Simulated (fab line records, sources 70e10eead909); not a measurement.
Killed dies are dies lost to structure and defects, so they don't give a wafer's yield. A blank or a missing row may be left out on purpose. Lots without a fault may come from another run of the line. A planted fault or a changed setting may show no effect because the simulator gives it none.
Which tool did it? | flow nand_harc | 11 lots, 33 wafers sampled, at 5 steps of a route of 1302

WHAT THE GAUGES READ, wafer by wafer
NHARC_P_M1_INSPECT_11.
lot  | measured     | on                | raw_defect_count
L325 | day 6 04:46  | defect_inspect-01 | 3 5 5
L330 | day 8 04:05  | defect_inspect-01 | 346 331 349
L333 | day 9 14:36  | defect_inspect-02 | 327 351 378
L338 | day 11 10:27 | defect_inspect-02 | 1 4 2
L339 | day 12 11:41 | defect_inspect-01 | 2 6 2
L342 | day 13 13:04 | defect_inspect-01 | 3 1 2
L341 | day 13 14:02 | defect_inspect-02 | 6 2 3
L344 | day 14 01:51 | defect_inspect-02 | 3 1 4
L343 | day 14 02:46 | defect_inspect-01 | 2 1 1
L346 | day 15 06:32 | defect_inspect-01 | 5 0 3
L348 | day 15 12:24 | defect_inspect-01 | 4 5 3

WHICH TOOL RAN EACH LOT (tool, then ch and the chambers of the sampled wafers, then the start)
lot  | NHARC_P_M0_ETCH_15                            | NHARC_P_M0_PRE_CLEAN_29                 | NHARC_P_M0_PVD_21                       | NHARC_P_M0_CMP_23
L325 | rie_diel-05 ch 0,1,3, day 6 02:50 or earlier  | pvd_sputter-03, day 6 02:50 or earlier  | pvd_sputter-03, day 6 02:50 or earlier  | cmp-04 ch 0,1,2, day 6 02:50
L330 | rie_diel-08 ch 0,2,3, day 8 02:05 or earlier  | pvd_sputter-01, day 8 02:05 or earlier  | pvd_sputter-01, day 8 02:05 or earlier  | cmp-04 ch 1,2,3, day 8 02:05
L333 | rie_diel-05 ch 0,1,2, day 9 12:38 or earlier  | pvd_sputter-02, day 9 12:38 or earlier  | pvd_sputter-02, day 9 12:38 or earlier  | cmp-04 ch 0,2,3, day 9 12:38
L338 | rie_diel-05 ch 0,1,3, day 11 08:29 or earlier | pvd_sputter-01, day 11 08:29 or earlier | pvd_sputter-01, day 11 08:29 or earlier | cmp-02 ch 0,2,3, day 11 08:29
L339 | rie_diel-08 ch 2,3, day 12 09:40 or earlier   | pvd_sputter-03, day 12 09:40 or earlier | pvd_sputter-03, day 12 09:40 or earlier | cmp-04 ch 0,1,2, day 12 09:40
L342 | rie_diel-08 ch 0,2,3, day 13 11:05 or earlier | pvd_sputter-01, day 13 11:05 or earlier | pvd_sputter-01, day 13 11:05 or earlier | cmp-01 ch 0,2,3, day 13 11:05
L341 | rie_diel-12 ch 1,3, day 13 12:04 or earlier   | pvd_sputter-01, day 13 12:04 or earlier | pvd_sputter-01, day 13 12:04 or earlier | cmp-01 ch 1,2, day 13 12:04
L344 | rie_diel-12 ch 0,1,2, day 13 23:53 or earlier | pvd_sputter-02, day 13 23:53 or earlier | pvd_sputter-02, day 13 23:53 or earlier | cmp-02 ch 0,1,2, day 13 23:53
L343 | rie_diel-05 ch 0,2,3, day 14 00:47 or earlier | pvd_sputter-03, day 14 00:47 or earlier | pvd_sputter-03, day 14 00:47 or earlier | cmp-04 ch 0,1, day 14 00:47
L346 | rie_diel-08 ch 1,3, day 15 04:34 or earlier   | pvd_sputter-01, day 15 04:34 or earlier | pvd_sputter-01, day 15 04:34 or earlier | cmp-04 ch 0,1,3, day 15 04:34
L348 | rie_diel-05 ch 1,2,3, day 15 10:29 or earlier | pvd_sputter-01, day 15 10:29 or earlier | pvd_sputter-01, day 15 10:29 or earlier | cmp-01 ch 0,2,3, day 15 10:29
- NHARC_P_M0_ETCH_15: etches the open film in C4F8/Ar, target depth 150 nm, overetch 15 nm, time 82.5 s.
- NHARC_P_M0_PRE_CLEAN_29: time 30 s.
- NHARC_P_M0_PVD_21: deposits Cu, target thk 30 nm, time 20.49 s.
- NHARC_P_M0_CMP_23: polishes, t overpolish 20 s, target thk 117.54 nm.

THE ANSWER, worked out from the rows above alone
Rule: what is usual is taken from the lots themselves. Put in order of their means at a reading, lots are off if they are a third of the lots or fewer, leave a main group of 4 or more, and stand apart from it by a gap of 3 or more times the standard deviation of the main group's means; of several such gaps the widest counts. A main group whose means are all the same, to the digits that the tables above print for the reading, isn't used. A lot without any number at a reading at which 4 lots or more have one is off too. The other lots that the step has rows for count as sound.
Off: L330, L333, at NHARC_P_M1_INSPECT_11 (raw_defect_count). The main group: mean 2.9, standard deviation 0.93.
A tool fits if, at a process step before that reading, it ran every lot that is off, and no sound lot after the first of them. The gauges at NHARC_P_M1_INSPECT_11 are tried like those tools. NHARC_P_M0_ETCH_15 gives no start for some lots, so the hours and the order of its lots are those of NHARC_P_M0_CMP_23. NHARC_P_M0_PRE_CLEAN_29 gives no start for some lots, so the hours and the order of its lots are those of NHARC_P_M0_CMP_23. NHARC_P_M0_PVD_21 gives no start for some lots, so the hours and the order of its lots are those of NHARC_P_M0_CMP_23. None of those tried fits.

WHAT THE SIMULATOR HAD PUT IN
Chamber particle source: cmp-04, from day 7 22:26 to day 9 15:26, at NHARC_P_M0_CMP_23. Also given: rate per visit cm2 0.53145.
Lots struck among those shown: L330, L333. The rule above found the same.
